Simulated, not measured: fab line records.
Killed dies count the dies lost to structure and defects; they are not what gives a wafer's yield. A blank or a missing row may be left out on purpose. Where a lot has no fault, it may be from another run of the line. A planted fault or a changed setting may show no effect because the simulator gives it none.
The tool behind it: which one? ; flow nand-harc ; Sampling: 12 lots, 36 wafers, 5 of 1159 route steps

WHAT THE GAUGES READ, wafer by wafer
NHARC_P_M2_OVL_MEAS_10: pitch 340 nm.
lot;measured;on;overlay-x-nm (nm);overlay-y-nm (nm)
L608;day 6 16:06;overlay-01;-1.2 -1.0 -1.4;-0.4 -0.2 -0.1
L610;day 6 19:57;overlay-02;0.8 0.4 0.8;-1.2 -0.7 -1.1
L612;day 7 09:06;overlay-01;0.0 -0.5 0.0;0.1 0.4 -0.3
L613;day 7 22:59;overlay-01;-0.6 -1.2 -0.7;-0.1 -0.5 0.0
L615;day 8 00:08;overlay-01;0.5 1.2 0.9;1.9 1.5 1.9
L617;day 8 09:08;overlay-01;1.4 0.7 1.1;-0.2 0.0 -0.1
L616;day 8 09:49;overlay-02;-0.1 -0.9 -0.5;0.5 0.7 0.4
L618;day 9 11:25;overlay-02;0.7 0.8 0.7;-1.3 -1.1 -1.2
L621;day 9 12:19;overlay-02;-2.0 -2.2 -2.5;-1.5 -2.1 -1.1
L619;day 9 12:46;overlay-01;1.3 1.0 0.2;1.0 1.2 0.7
L628;day 11 10:55;overlay-02;-0.5 -0.3 -0.4;-0.1 0.1 0.2
L629;day 11 13:07;overlay-02;-0.5 -0.1 -0.1;-1.6 -1.1 -1.6

NHARC_P_M2_CD_MEAS_16.
lot;measured;on;cd-nm (nm)
L608;day 6 16:30;cd-sem-02;169.3 169.9 169.6
L610;day 6 20:24;cd-sem-01;170.3 170.0 170.5
L612;day 7 09:30;cd-sem-01;169.7 170.2 169.9
L613;day 7 23:23;cd-sem-02;169.9 169.8 169.5
L615;day 8 00:32;cd-sem-02;170.8 170.7 170.6
L617;day 8 09:34;cd-sem-02;169.4 169.6 167.9
L616;day 8 10:14;cd-sem-02;169.3 169.5 169.8
L618;day 9 11:49;cd-sem-02;170.6 169.7 169.9
L621;day 9 12:43;cd-sem-02;169.5 170.0 170.2
L619;day 9 13:10;cd-sem-01;169.7 169.1 168.8
L628;day 11 11:19;cd-sem-01;168.9 169.0 168.2
L629;day 11 13:31;cd-sem-02;170.0 170.6 170.6

NHARC_END_SORT_01.
lot;measured;on;defect-limited-yield (%);killed-at-array;killed-at-other;killed-at-periphery;killed-dies;killed-open;killed-short;sort_bin_2_pct (%);sort_bin_3_pct (%);sort_bin_4_pct (%);sort-n-pass;sort-rim-yield-pct (%);sort-yield-pct (%)
L608;day 21 12:38;prober-01;92.3 92.9 93.1;44 46 41;2 1 1;6 1 5;52 48 47;2 2 5;1 1 1;2.7 2.4 1.8;0.74 0.30 0.30;4.3 4.4 4.9;625 629 630;92.5 92.5 98.1;92.3 92.9 93.1
L610;day 21 12:03;prober-02;97.6 96.6 98.2;15 22 12;0 0 0;1 1 0;16 23 12;3 1 2;2 2 0;1.0 1.0 0.6;0.15 0.30 0.15;1.2 2.1 1.0;661 654 665;94.3 95.3 98.1;97.6 96.6 98.2
L612;day 21 23:42;prober-01;97.3 96.0 96.9;15 23 18;0 0 0;3 4 3;18 27 21;0 3 3;0 1 1;0.4 0.7 1.0;0 0.15 0;2.2 3.1 2.1;659 650 656;100.0 99.1 95.3;97.3 96.0 96.9
L613;day 24 20:20;prober-02;97.6 97.5 97.9;13 15 10;0 0 0;3 2 4;16 17 14;4 2 1;1 3 2;0.6 0.6 0;0 0 0.15;1.8 1.9 1.9;661 660 663;97.2 96.2 94.3;97.6 97.5 97.9
L615;day 24 13:26;prober-01;96.9 95.3 95.6;20 24 24;0 4 2;1 4 4;21 32 30;2 3 5;0 2 2;0.7 1.6 1.0;0 0.15 0.44;2.4 3.0 3.0;656 645 647;98.1 97.2 97.2;96.9 95.3 95.6
L617;day 24 12:37;prober-02;96.3 95.3 94.4;23 32 37;0 0 0;2 0 1;25 32 38;2 3 6;1 2 3;1.6 2.2 1.9;0.15 0.30 0.30;1.9 2.2 3.4;652 645 639;97.2 98.1 97.2;96.3 95.3 94.4
L616;day 24 06:23;prober-01;98.5 97.5 97.8;8 12 13;0 1 1;2 4 1;10 17 15;0 2 2;0 6 1;0.6 0.9 0.6;0.15 0.30 0;0.7 1.3 1.6;667 660 662;97.2 97.2 95.3;98.5 97.5 97.8
L618;day 24 22:54;prober-01;94.2 95.6 94.4;36 30 35;1 0 0;2 0 3;39 30 38;2 0 4;1 2 1;1.9 1.3 2.5;1.03 0.44 0.44;2.8 2.7 2.7;638 647 639;95.3 95.3 97.2;94.2 95.6 94.4
L621;day 24 05:40;prober-02;94.8 95.0 94.4;33 32 36;1 2 0;1 0 2;35 34 38;1 6 2;5 2 2;1.9 1.8 1.8;0.15 0.30 0;3.1 3.0 3.8;642 643 639;98.1 98.1 95.3;94.8 95.0 94.4
L619;day 25 18:23;prober-01;96.8 95.4 96.9;19 29 19;0 0 0;3 2 2;22 31 21;1 3 3;2 1 1;1.3 1.9 1.0;0.15 0 0;1.8 2.7 2.1;655 646 656;99.1 94.3 98.1;96.8 95.4 96.9
L628;day 27 20:56;prober-02;93.9 95.0 94.5;39 27 36;2 7 1;0 0 0;41 34 37;5 1 3;2 1 2;2.5 1.5 1.8;0.30 1.03 0.30;3.2 2.5 3.4;636 643 640;98.1 87.7 97.2;93.9 95.0 94.5
L629;day 27 14:03;prober-02;93.9 95.1 94.1;36 30 34;1 1 2;4 2 4;41 33 40;5 2 4;1 2 0;2.5 1.9 1.9;0.15 0 0.59;3.4 3.0 3.4;636 644 637;96.2 99.1 95.3;93.9 95.1 94.1

WHAT TOOL EACH LOT RAN ON (gives the tool, then ch and the chambers of the sampled wafers, and finally the start)
lot;NHARC_P_M2_ETCH_28;NHARC_P_BONDPAD_DEP_00
L608;rie-diel-03 ch 0,1,3, day 6 19:34 or earlier;pecvd-01 ch 0,1, day 6 19:34
L610;rie-diel-03 ch 1,2,3, day 6 23:17 or earlier;pecvd-03 ch 0,2, day 6 23:17
L612;rie-diel-03 ch 2,3, day 7 12:28 or earlier;pecvd-04 ch 0,1,2, day 7 12:28
L613;rie-diel-03 ch 0,1,3, day 8 02:15 or earlier;pecvd-03 ch 0,1,2, day 8 02:15
L615;rie-diel-03 ch 1,2, day 8 03:22 or earlier;pecvd-04 ch 1,2, day 8 03:22
L617;rie-diel-03 ch 0,1,3, day 8 12:25 or earlier;pecvd-04 ch 0,2, day 8 12:25
L616;rie-diel-03 ch 0,1,2, day 8 13:25 or earlier;pecvd-04 ch 0,2, day 8 13:25
L618;rie-diel-04 ch 0,2,3, day 9 15:01 or earlier;pecvd-01 ch 0,1,2, day 9 15:01
L621;rie-diel-13 ch 0,2,3, day 9 16:00 or earlier;pecvd-04 ch 1,2, day 9 16:00
L619;rie-diel-13 ch 1,3, day 9 16:44 or earlier;pecvd-04 ch 1,2, day 9 16:44
L628;rie-diel-04 ch 1,2,3, day 11 14:22 or earlier;pecvd-03 ch 0,2, day 11 14:22
L629;rie-diel-03 ch 1,2, day 11 16:25 or earlier;pecvd-04 ch 1,2, day 11 16:25
- NHARC_P_M2_ETCH_28: etches the open film in CF4/N2, target depth 30 nm, time 72.99 s.
- NHARC_P_BONDPAD_DEP_00: deposits SiCN, target thk 250 nm.

WHAT THE TOOLS THEMSELVES READ (means of the sampled wafers that have a number; where no wafer has one, the mark that the record gives instead)
NHARC_P_M2_ETCH_28.
lot;tool;drypump-motor-current-A (A);oes-product-au (a.u.);rf-vpp-V (V);showerhead-plenum-p-Torr (Torr);throttle-valve-pct (%)
L608;rie-diel-03;5.7;0.997;313.0;2.59;19.793
L610;rie-diel-03;5.6;1.004;313.3;2.61;19.792
L612;rie-diel-03;5.5;0.996;313.7;2.58;19.796
L613;rie-diel-03;5.7;1.000;314.0;2.59;19.799
L615;rie-diel-03;5.6;0.992;314.6;2.65;19.789
L617;rie-diel-03;5.7;0.998;313.9;2.59;19.800
L616;rie-diel-03;5.7;1.007;314.2;2.61;19.798
L618;rie-diel-04;5.4;1.004;313.0;2.58;19.800
L621;rie-diel-13;5.9;0.997;313.3;2.54;19.790
L619;rie-diel-13;6.1;0.997;312.3;2.49;19.796
L628;rie-diel-04;5.5;1.001;314.0;2.62;19.791
L629;rie-diel-03;5.6;0.999;314.1;2.65;19.794

NHARC_P_BONDPAD_DEP_00.
lot;tool;heater-power-w (W);rf-fwd-power-W (W);showerhead-vpp-V (V)
L608;pecvd-01;601;449.4;1327
L610;pecvd-03;575;448.5;1304
L612;pecvd-04;564;449.9;1322
L613;pecvd-03;563;450.5;1342
L615;pecvd-04;512;449.6;1296
L617;pecvd-04;524;448.9;1346
L616;pecvd-04;530;448.2;1337
L618;pecvd-01;626;448.9;1327
L621;pecvd-04;551;447.3;1316
L619;pecvd-04;534;451.1;1320
L628;pecvd-03;604;328.1;1115
L629;pecvd-04;578;448.8;1322

THE ANSWER, worked out from the rows above alone
Rule: the usual values come from the lots themselves. Put in order of their means at a reading, lots are off if they are a third of the lots or fewer, leave a main group of 4 or more, and stand apart from it by a gap of 3 or more times the standard deviation of the main group's means; of several such gaps the widest counts. If all means in a main group match to the digits the tables above print for the reading, that group is not used. Also off: a lot with no number at a reading for which 4 or more lots have one. Any other lot the step has rows for is counted as sound. The gauges are gone through in route order, then the tools' own readings, and for those a lot's mean is taken as printed above. At the first step where some lot is off, the reading lying furthest off is the one used; lots without a number count as furthest.
Off at NHARC_P_BONDPAD_DEP_00 (rf-fwd-power-W): L628. Mean 449.2 W and standard deviation 1 in the main group.
If a tool, at that step or one of the process steps before it, ran each lot that is off and ran no sound lot following the first of them, it fits. With no start given for some of its lots, NHARC_P_M2_ETCH_28 uses the hours and lot order of NHARC_P_BONDPAD_DEP_00. Undecided on this evidence; 2 tools fit (rie-diel-04 at NHARC_P_M2_ETCH_28, pecvd-03 at NHARC_P_BONDPAD_DEP_00).

WHAT THE SIMULATOR PUT IN
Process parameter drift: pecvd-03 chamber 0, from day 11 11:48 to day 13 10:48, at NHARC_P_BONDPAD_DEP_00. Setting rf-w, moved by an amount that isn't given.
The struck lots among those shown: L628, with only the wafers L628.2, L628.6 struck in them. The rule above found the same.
